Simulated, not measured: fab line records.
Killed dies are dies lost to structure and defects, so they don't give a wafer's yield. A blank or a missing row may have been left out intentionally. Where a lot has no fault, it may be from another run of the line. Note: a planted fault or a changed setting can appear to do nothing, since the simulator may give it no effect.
A lot that was struck, set against a sound lot -- flow nand-harc -- 39 steps out of a route of 1302
Sound: the wafers L757.1, L757.2, L757.4. The struck wafers were L769.1, L769.2, L769.6. The cause is named last.
Order at every step that has rows: each side's tool, ch and its chambers, its first start. Under that, the readings that differ: sound wafers -- struck wafers -- difference of the means -- sigmas: that difference in standard deviations of wafers without a fault.
alike: a reading whose means differ by less than 2 such deviations, as well as words and numbers matching on both sides. not compared: withheld readings; readings where some wafer has no value; bounds like >300 that might hide an equal value; numbers whose values overlap and for which the record gives no deviation.
The two part at a step that has a row with sigmas, a row that says differs or no value, or rows on one side only. When numbers do not overlap yet have no deviation, they are printed without sigmas and do not part them. Lack of a reading on every wafer of one side parts them only where that side has two or more wafers.

first, 4 steps without rows for these wafers: NHARC_P_BONDPAD_EBR_05; NHARC_P_BONDPAD_EXPOSE_06 (exposes mask P BPAD); NHARC_P_BONDPAD_PEB_07 (peb time 80 s); NHARC_P_BONDPAD_DEVELOP_08 (time 50 s).
NHARC_P_BONDPAD_CD_MEAS_09: the cd target is 500 nm.
  sound on cd-sem-02 ch 0, day 11 08:28; struck on cd-sem-01 ch 0, day 16 00:44
  alike: cd-nm
NHARC_P_BONDPAD_OVL_MEAS_38:
  struck on overlay-01, day 16 00:49; sound on overlay-02, day 11 08:34
  alike: overlay-x-nm, overlay-y-nm
then, 2 steps without rows for these wafers: NHARC_P_BONDPAD_HARDBAKE_10 (time 65 s); NHARC_P_BONDPAD_DESCUM_11 (chemistry O2, time 3 s).
NHARC_P_BONDPAD_ETCH_37: etches the open film in N2/H2, target depth 60 nm, overetch 18 nm, time 65.91 s.
  sound on rie-diel-02 ch 1,2,3, day 11 08:46; struck on rie-diel-11 ch 0,1, day 16 01:02
reading,sound,struck,difference,sigmas
rf-vpp-V (V),429.4 427.4 428.0,434.2 433.4 433.9,+5.6,+3
showerhead-plenum-p-Torr (Torr),2.01 1.90 1.94,2.17 2.16 2.16,+0.21,+3
  alike: drypump-motor-current-A, oes-product-au, throttle-valve-pct
  not compared: rf-hours-counter-h
then, 1 step without rows for these wafers: NHARC_P_BONDPAD_ETCH_12 (etches the open film in CHF3/O2, target depth 200 nm, time 100 s).
NHARC_P_BONDPAD_CD_MEAS_13:
  struck on cd-sem-02, day 16 01:16; sound on cd-sem-02, day 11 09:00
  alike: cd-nm
then, 1 step without rows for these wafers: NHARC_P_BONDPAD_STRIP_15 (strips in O2).
NHARC_P_BONDPAD_ETCH_24: etches the open film in CF4/N2, target depth 30 nm, time 72.99 s.
  sound on rie-diel-11 ch 0,2,3, day 11 09:13; struck on rie-diel-11 ch 1,2,3, day 16 01:30
  alike: drypump-motor-current-A, oes-product-au, rf-vpp-V, showerhead-plenum-p-Torr, throttle-valve-pct
  not compared: rf-hours-counter-h
then, 2 steps without rows for these wafers: NHARC_P_BONDPAD_STRIP_16 (strips in post etch residue remover, time 600 s); NHARC_P_BONDPAD_DEGAS_25 (time 60 s).
NHARC_P_BONDPAD_PRE_CLEAN_26: time 30 s.
  sound on pvd-sputter-01; struck on pvd-sputter-03
  alike: heater-power-w
NHARC_P_BONDPAD_PVD_17: deposits TaN, target thk 5 nm, time 8.06 s.
  sound on pvd-sputter-01; struck on pvd-sputter-03
  alike: throttle-valve-pct
NHARC_P_BONDPAD_PVD_27: deposits Cu, target thk 30 nm, time 20.49 s.
  sound on pvd-sputter-01; struck on pvd-sputter-03
  alike: throttle-valve-pct
then, 1 step without rows for these wafers: NHARC_P_BONDPAD_ECD_18 (material Cu, target thk 400 nm).
NHARC_P_BONDPAD_ANNEAL_28: time 90 s.
  sound on rtp-anneal-01 ch 0, day 11 10:37; struck on rtp-anneal-02 ch 0, day 16 02:37
  alike: wafer_temp_C_max
then, 1 step without rows for these wafers: NHARC_P_BONDPAD_CMP_19 (polishes, t overpolish 30 s, cu recess touch 16 s, target thk 160.81 nm).
NHARC_P_BONDPAD_THK_MEAS_20: measures by xrf.
  struck on film-metro-02, day 16 03:17; sound on film-metro-01, day 11 11:17
  alike: thk-nm
then, 15 steps without rows for these wafers: NHARC_P_BONDPAD_SRD_21 (time 30 s, dry time 20 s); NHARC_P_BONDPAD_ACTIVATE_29 (chemistry N2, time 60 s); NHARC_P_BONDPAD_PRECLEAN_30 (cleans in DIW, time 300 s); NHARC_P_BONDPAD_SRD_31 (time 30 s, dry time 20 s); NHARC_A_ZERO_WELL_PRECLEAN_00 (cleans in SPM, time 600 s); NHARC_A_ZERO_WELL_SRD_01; NHARC_A_ZERO_WELL_DEHYDRATE_02 (time 120 s); NHARC_A_ZERO_WELL_HMDS_03 (time 30 s); NHARC_A_ZERO_WELL_COAT_18 (time 65 s); NHARC_A_ZERO_WELL_COAT_04 (resist thk 600 nm); NHARC_A_ZERO_WELL_SOFTBAKE_05 (time 70 s); NHARC_A_ZERO_WELL_EBR_06; NHARC_A_ZERO_WELL_EXPOSE_07 (exposes mask A ZERO); NHARC_A_ZERO_WELL_PEB_08 (peb time 80 s); NHARC_A_ZERO_WELL_DEVELOP_09 (time 50 s).
NHARC_A_ZERO_WELL_CD_MEAS_10: the cd target is 2000 nm.
  sound on cd-sem-02 ch 0, day 11 12:43; struck on cd-sem-02 ch 0, day 16 04:41
  alike: cd-nm
-- break in the record here, with 18 days between the starts of the struck wafers on either side (left off in module A_ZERO_WELL, picked up again in module END, where the first step shown is number 1302 on the route) --
NHARC_END_SORT_01:
  sound on prober-02 ch 0, day 29 22:26; struck on prober-01 ch 0, day 34 11:09
reading,sound,struck,difference,sigmas
defect-limited-yield (%),93.6 90.7 92.9,86.4 80.2 86.9,-7.9,-3
killed-at-periphery,2 7 5,58 99 44,+62,+22
killed-dies,43 63 48,92 134 89,+54,+3
  alike: killed-at-array, killed-at-other, killed-open, killed-short

WHERE THEY PART
Last at NHARC_END_SORT_01 as far as this record goes, first at NHARC_P_BONDPAD_ETCH_37.

WHY: the cause the simulator had injected
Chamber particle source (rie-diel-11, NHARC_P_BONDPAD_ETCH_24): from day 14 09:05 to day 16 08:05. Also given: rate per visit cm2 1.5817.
